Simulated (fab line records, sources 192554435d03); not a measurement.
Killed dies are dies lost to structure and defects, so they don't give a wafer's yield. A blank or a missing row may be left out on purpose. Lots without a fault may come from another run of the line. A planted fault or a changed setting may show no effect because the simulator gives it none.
Chamber matching | flow n5_finfet | N5_BEOL_M9_STRIP_19 on rie_diel-06: 4 sister chambers
The step strips in O2. 4 wafers are shown with their chamber, then 10 later ones without.

WAFERS WITH THEIR CHAMBER
wafer  | chamber | showerhead_plenum_p_Torr (Torr)
L082.4 | 3       | 2.24
L084.6 | 0       | 1.98
L086.1 | 2       | 2.06
L086.2 | 1       | 2.03

WAFERS WITHOUT THEIR CHAMBER
wafer  | showerhead_plenum_p_Torr (Torr)
L086.6 | 2.23
L090.3 | 1.97
L090.4 | 2.23
L090.6 | 2.02
L097.2 | 1.97
L097.4 | 2.23
L097.6 | 1.97
L096.1 | 2.05
L096.2 | 2.23
L096.4 | 2.02

WHICH CHAMBER EACH WENT THROUGH
wafer  | from the rows above     | in truth
L086.6 | 3                       | 3
L090.3 | 0                       | 0
L090.4 | 3                       | 3
L090.6 | 1                       | 1
L097.2 | 0                       | 0
L097.4 | 3                       | 3
L097.6 | 0                       | 0
L096.1 | can't be placed: 2 or 1 | 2
L096.2 | 3                       | 3
L096.4 | 1                       | 1
Placed correctly: 9 of 10. Can't be placed from these rows: 1 (the true chamber is among the candidates in 1). Placed wrongly: 0.
How it was worked out, from the rows above alone: a wafer's distance from a chamber is the root of the sum, over the readings, of the square of ((its reading less the chamber's mean) divided by the reading's scatter). The wafer belongs to the nearest chamber; if the next one is less than 2 further off, it can't be placed. A chamber's mean is the mean of its shown wafers. The scatter: with one shown wafer a chamber, the root of the mean of the squares of how far each hidden wafer lies from its nearest shown one.
